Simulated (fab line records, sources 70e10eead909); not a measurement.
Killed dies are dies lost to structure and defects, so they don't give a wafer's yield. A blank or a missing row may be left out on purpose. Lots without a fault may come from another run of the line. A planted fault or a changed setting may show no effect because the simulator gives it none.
fab line records | flow nand_harc
record lots=7 wafers=21 last_day=35
route steps=1302 shown A_ONON_D1@438 A_CHANNEL_HOLE_D1@450
lots that met no fault: from a run of the same line without faults
start_h: hours from the record's first day to the start of the lot's first wafer shown | wait_h: hours since the lot's step before | " the same as in the row above | L1.1+2: a row that stands for several wafers | - no value, or no start given | * or withheld: withheld | < > ~ a bound
route shown NAME@n: a module of which the file shows steps, and the number in the route of the first | usual: mean/standard deviation of fault-free wafers | same: alike in all rows | chamber/n: place in a boat | sites: the reading at each site | _std_site: their standard deviation | _edge_site: outer sites' mean less inner sites' | radius_mm: how far each site lies from the wafer's centre | mask NAME#n: copy n | behind: the tool/chamber that last shaped the wafer | hold: why the lot was held/for how many hours/how that ended | device: the transistor (n, p or np) that didn't switch | end of line: the same wafers' tests at the end of the route | a step without rows: its recipe alone | killed: dies lost to structure and defects at the first sort, not the wafer's yield | map: a wafer's dies, x killed, . not, _ none there
set.NAME: the setting as run; set.NAME@STEP: as run at that earlier step | model.NAME: the simulator's own value behind a step, which no gauge read
lots at some steps of the route; a table a step, a row a wafer
services: from which hour (start_h, from the record's first day; less than 0 if before it) a tool's chamber was out of use, for how many hours, and why
## steps
# step NHARC_A_ONON_D1_DEP_19
# recipe target_thk_a=10000 n2_flow_sccm=2750 n2o_flow_sccm=2000 nh3_flow_sccm=500 sih4_flow_sccm=210 temp_c=400
# step NHARC_A_ONON_D1_THK_MEAS_21
# recipe thk_meas_gauge=ellipsometry
# usual thk_nm=1000/9.8
# columns lot.wafer tool chamber start_h wait_h thk_nm
L615.1 film_metro-01 - 189.40 - 1001
L615.3 " - " " 1001
L615.6 " - " " 999
L620.2 film_metro-02 - 250.53 - 989
L620.5 " - " " 990
L620.6 " - " " 988
L621.2 film_metro-02 - 250.56 - 1011
L621.4 " - " " 1011
L621.5 " - " " 1011
L624.4 film_metro-01 - 278.48 - 997
L624.5 " - " " 996
L624.6 " - " " 998
L627.1 film_metro-02 - 321.46 - 998
L627.3 " - " " 1000
L627.6 " - " " 997
L631.1 film_metro-01 - 348.55 - 1010
L631.3 " - " " 1008
L631.5 " - " " 1008
L635.4 film_metro-02 - 404.75 - 997
L635.5 " - " " 997
L635.6 " - " " 996
# step NHARC_A_ONON_D1_DEP_22
# recipe target_thk_a=10000 n2_flow_sccm=2750 n2o_flow_sccm=2000 nh3_flow_sccm=500 sih4_flow_sccm=210 temp_c=400
# step NHARC_A_ONON_D1_THK_MEAS_24
# recipe thk_meas_gauge=ellipsometry
# usual thk_nm=998/9
# columns lot.wafer tool chamber start_h wait_h thk_nm
L615.1 film_metro-02 - 189.97 - 990
L615.3 " - " " 989
L615.6 " - " " 989
L620.2 film_metro-01 - 251.10 - 999
L620.5 " - " " 998
L620.6 " - " " 999
L621.2 film_metro-02 - 251.12 - 1006
L621.4 " - " " 1009
L621.5 " - " " 1009
L624.4 film_metro-01 - 279.07 - 991
L624.5 " - " " 990
L624.6 " - " " 991
L627.1 film_metro-01 - 322.16 - 997
L627.3 " - " " 998
L627.6 " - " " 999
L631.1 film_metro-02 - 349.12 - 994
L631.3 " - " " 995
L631.5 " - " " 994
L635.4 film_metro-02 - 405.32 - 999
L635.5 " - " " 1000
L635.6 " - " " 1000
# step NHARC_A_ONON_D1_DEP_25
# recipe target_thk_a=10000 n2_flow_sccm=2750 n2o_flow_sccm=2000 nh3_flow_sccm=500 sih4_flow_sccm=210 temp_c=400
# step NHARC_A_ONON_D1_THK_MEAS_27
# recipe thk_meas_gauge=ellipsometry
# usual thk_nm=999/7.5
# columns lot.wafer tool chamber start_h wait_h thk_nm
L615.1 film_metro-02 - 190.66 - 989
L615.3 " - " " 986
L615.6 " - " " 987
L620.2 film_metro-01 - 251.67 - 1004
L620.5 " - " " 1006
L620.6 " - " " 1005
L621.2 film_metro-02 - 251.69 - 997
L621.4 " - " " 994
L621.5 " - " " 997
L624.4 film_metro-01 - 279.63 - 1003
L624.5 " - " " 1001
L624.6 " - " " 1000
L627.1 film_metro-02 - 322.73 - 1008
L627.3 " - " " 1008
L627.6 " - " " 1009
L631.1 film_metro-01 - 349.68 - 999
L631.3 " - " " 999
L631.5 " - " " 998
L635.4 film_metro-02 - 405.89 - 1015
L635.5 " - " " 1014
L635.6 " - " " 1015
# step NHARC_A_ONON_D1_DEP_28
# recipe target_thk_a=10000 n2_flow_sccm=2750 n2o_flow_sccm=2000 nh3_flow_sccm=500 sih4_flow_sccm=210 temp_c=400
# step NHARC_A_ONON_D1_THK_MEAS_30
# recipe thk_meas_gauge=ellipsometry
# usual thk_nm=1000/9
# columns lot.wafer tool chamber start_h wait_h thk_nm
L615.1 film_metro-02 - 191.23 - 988
L615.3 " - " " 988
L615.6 " - " " 990
L620.2 film_metro-01 - 252.23 - 1016
L620.5 " - " " 1014
L620.6 " - " " 1015
L621.2 film_metro-02 - 252.26 - 996
L621.4 " - " " 995
L621.5 " - " " 995
L624.4 film_metro-02 - 280.20 - 1008
L624.5 " - " " 1010
L624.6 " - " " 1009
L627.1 film_metro-01 - 323.30 - 1000
L627.3 " - " " 1001
L627.6 " - " " 1001
L631.1 film_metro-02 - 350.24 - 1013
L631.3 " - " " 1013
L631.5 " - " " 1013
L635.4 film_metro-02 - 406.46 - 1004
L635.5 " - " " 1004
L635.6 " - " " 1004
# step NHARC_A_ONON_D1_DEP_33
# recipe target_thk_a=2000 temp_c=400 pressure_torr=6.5 rf_w=900 teos_flow_sccm=161.4 flow_sccm=2650 target_thk_nm=200 gas=O2 material=SiO2
# usual heater_power_w=598/110 showerhead_vpp_V=1864/70 throttle_valve_pct=16.2/0.74
# columns lot.wafer tool chamber start_h wait_h heater_power_w showerhead_vpp_V throttle_valve_pct
L615.1 pecvd-04 1 191.29 0.1 497 1918 16.1
L615.3 " 0 " " 465 1915 15.4
L615.6 " 0 " " 494 1909 15.5
L621.2 pecvd-04 2 252.32 0.1 812 1734 17.7
L621.4 " 0 " " 533 1917 15.5
L621.5 " 1 " " 497 1886 16.2
L620.2 pecvd-03 0 252.33 0.1 522 1880 15.6
L620.5 " 2 " " 685 1909 15.5
L620.6 " 0 " " 534 1891 15.6
L624.4 pecvd-03 2 280.39 0.2 701 1882 15.7
L624.6 " 2 " " 709 1888 15.6
L624.5 " 0 " " 508 1852 15.5
L627.3 pecvd-03 0 323.40 0.1 582 1913 15.7
L627.1 " 1 " " 510 1822 16.9
L627.6 " 0 " " 581 1883 16.0
L631.1 pecvd-03 0 350.37 0.1 522 1850 15.9
L631.3 " 0 " " 531 1853 15.9
L631.5 " 1 " " 646 1821 16.9
L635.4 pecvd-01 2 406.65 0.2 494 1973 16.6
L635.6 " 0 " " 527 1994 15.6
L635.5 " 1 " " 598 1810 15.7
# step NHARC_A_ONON_D1_THK_MEAS_34
# recipe thk_meas_gauge=ellipsometry
# usual thk_nm=199.9/2.8
# columns lot.wafer tool chamber start_h wait_h thk_nm
L615.1 film_metro-02 - 191.70 - 198.6
L615.3 " - " " 198.9
L615.6 " - " " 202.2
L620.2 film_metro-02 - 252.70 - 200.1
L620.5 " - " " 205.6
L620.6 " - " " 201.5
L621.2 film_metro-01 - 252.76 - 200.1
L621.4 " - " " 197.5
L621.5 " - " " 201.6
L624.4 film_metro-02 - 280.80 0.3 199.1
L624.5 " - " " 199.5
L624.6 " - " " 201.1
L627.1 film_metro-01 - 323.77 - 197.3
L627.3 " - " " 196.7
L627.6 " - " " 201.4
L631.1 film_metro-02 - 350.85 0.4 196.3
L631.3 " - " " 197.4
L631.5 " - " " 203.3
L635.4 film_metro-01 - 406.93 - 201.5
L635.5 " - " " 201.2
L635.6 " - " " 200.8
# step NHARC_A_ONON_D1_INSPECT_32
# usual raw_defect_count=71/25
# columns lot.wafer tool chamber start_h wait_h raw_defect_count
L615.1 defect_inspect-02 - 191.79 0.0 45
L615.3 " - " " 42
L615.6 " - " " 67
L620.2 defect_inspect-01 - 252.77 0.0 52
L620.5 " - " " 53
L620.6 " - " " 74
L621.2 defect_inspect-01 - 252.82 0.0 91
L621.4 " - " " 83
L621.5 " - " " 66
L624.4 defect_inspect-02 - 280.86 0.0 31
L624.5 " - " " 54
L624.6 " - " " 56
L627.1 defect_inspect-01 - 323.86 0.0 102
L627.3 " - " " 60
L627.6 " - " " 55
L631.1 defect_inspect-01 - 350.94 0.0 90
L631.3 " - " " 91
L631.5 " - " " 96
L635.4 defect_inspect-02 - 406.99 0.0 54
L635.5 " - " " 65
L635.6 " - " " 37
# step NHARC_A_CHANNEL_HOLE_D1_DEP_00
# recipe target_thk_a=31000 temp_c=400 material=aC
# usual throttle_valve_pct=35.001/0.0088
# columns lot.wafer tool chamber start_h wait_h throttle_valve_pct
L615.1 acl_dep-03 0 194.62 2.8 35.012
L615.3 " 0 " " 35.013
L615.6 " 0 " " 34.998
L620.2 acl_dep-03 0 253.66 0.9 34.996
L620.5 " 0 " " 35.006
L620.6 " 0 " " 34.994
L621.2 acl_dep-03 0 255.58 2.8 34.994
L621.4 " 0 " " 35.003
L621.5 " 0 " " 35.012
L624.4 acl_dep-01 0 281.88 1.0 35.010
L624.5 " 0 " " 34.986
L624.6 " 0 " " 34.987
L624.4 acl_dep-02 0 285.23 3.0 35.003
L624.5 " 0 " " 34.994
L624.6 " 0 " " 35.016
L627.1 acl_dep-03 0 323.93 0.1 34.988
L627.3 " 0 " " 34.998
L627.6 " 0 " " 35.011
L627.1 acl_dep-01 0 326.89 2.7 34.986
L627.3 " 0 " " 34.992
L627.6 " 0 " " 34.997
L631.1 acl_dep-03 0 352.66 1.7 34.994
L631.3 " 0 " " 34.997
L631.5 " 0 " " 35.013
L631.1 acl_dep-03 0 354.77 1.8 34.998
L631.3 " 0 " " 35.020
L631.5 " 0 " " 35.002
L635.4 acl_dep-03 0 409.08 2.1 35.015
L635.5 " 0 " " 34.987
L635.6 " 0 " " 35.005
# step NHARC_A_CHANNEL_HOLE_D1_DEP_01
# recipe target_thk_a=1400 target_thk_nm=140 temp_c=400 pressure_torr=3.5 flow_sccm=200 rf_w=350 material=SiON
# usual heater_power_w=788/110 showerhead_vpp_V=1152/36
# columns lot.wafer tool chamber start_h wait_h heater_power_w showerhead_vpp_V
L615.1 pecvd-04 2 196.56 1.6 986 1086
L615.3 " 1 " " 781 1146
L615.6 " 0 " " 679 1195
L620.2 pecvd-04 2 255.28 1.3 971 1095
L620.6 " 0 " " 785 1189
L620.5 " 1 " " 698 1166
L621.2 pecvd-04 2 257.20 1.3 1052 1084
L621.5 " 2 " " 1052 1083
L621.4 " 1 " " 793 1160
L624.4 pecvd-04 2 286.33 0.8 940 1095
L624.6 " 1 " " 754 1176
L624.5 " 2 " " 952 1082
L627.3 pecvd-04 2 328.83 1.0 1039 1087
L627.1 " 1 " " 701 1168
L627.6 " 0 " " 680 1179
L631.1 pecvd-03 2 356.68 1.6 936 1180
L631.3 " 0 " " 825 1159
L631.5 " 1 " " 774 1143
L635.4 pecvd-04 1 410.13 0.7 708 1164
L635.5 " 2 " " 948 1104
L635.6 " 0 " " 602 1192
## services
# columns tool chamber start_h hours kind
pecvd-03 - 185.13 13.0 pm
pecvd-03 0 185.13 13.0 vent_cycle
pecvd-03 1 185.13 13.0 vent_cycle
pecvd-03 2 185.13 13.0 vent_cycle
acl_dep-01 - 189.16 13.0 pm
pecvd-03 0 198.13 - clean
pecvd-03 1 198.13 - clean
pecvd-03 2 198.13 - clean
acl_dep-02 - 243.23 13.0 pm
pecvd-04 - 269.52 13.0 pm
pecvd-04 0 269.52 14.6 vent_cycle
pecvd-04 1 269.52 13.0 vent_cycle
pecvd-04 2 269.52 13.0 vent_cycle
pecvd-03 1 271.68 - calibration
pecvd-03 1 275.86 7.8 repair
pecvd-04 1 282.52 - clean
pecvd-04 2 282.52 - clean
acl_dep-03 - 299.80 13.0 pm
pecvd-01 - 311.36 13.0 pm
pecvd-03 0 327.13 10.3 repair
pecvd-03 - 366.13 13.0 pm
pecvd-03 0 366.13 13.0 vent_cycle
acl_dep-01 - 370.16 13.0 pm
pecvd-03 2 386.81 4.3 repair
## key
first_sign step=NHARC_A_CHANNEL_HOLE_D1_DEP_00 reading=visit direction=added
effect none on later readings
met_at NHARC_A_CHANNEL_HOLE_D1_DEP_00
struck_wafers L624.4,L624.5,L624.6,L627.1,L627.3,L627.6,L631.1,L631.3,L631.5
later_rows_left_out L624.4,L624.5,L624.6,L627.1,L627.3,L627.6,L631.1,L631.3,L631.5
sort_left_out L624.4,L624.5,L624.6,L627.1,L627.3,L627.6,L631.1,L631.3,L631.5
tester_left_out L624,L627,L631
fault kind=repeated_step_whole tool=acl_dep-01,acl_dep-02,acl_dep-03 chamber=- onset_h=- steps=NHARC_A_CHANNEL_HOLE_D1_DEP_00 times=1 scope=struck_lots_only
# tester_left_out: of these lots the tester's yield and bins aren't shown, on N5 and GAA mostly nor the transistor test; their killed dies are dies lost to structure and defects alone, not to doping, threshold or leakage, so they don't give the yield
# sort_left_out: the simulated sort isn't trusted on such a fault, so these wafers' sort isn't shown, and their yield isn't known
# later_rows_left_out: the simulator's readings of these wafers behind a module that went badly wrong aren't trusted and aren't shown, but for the sort
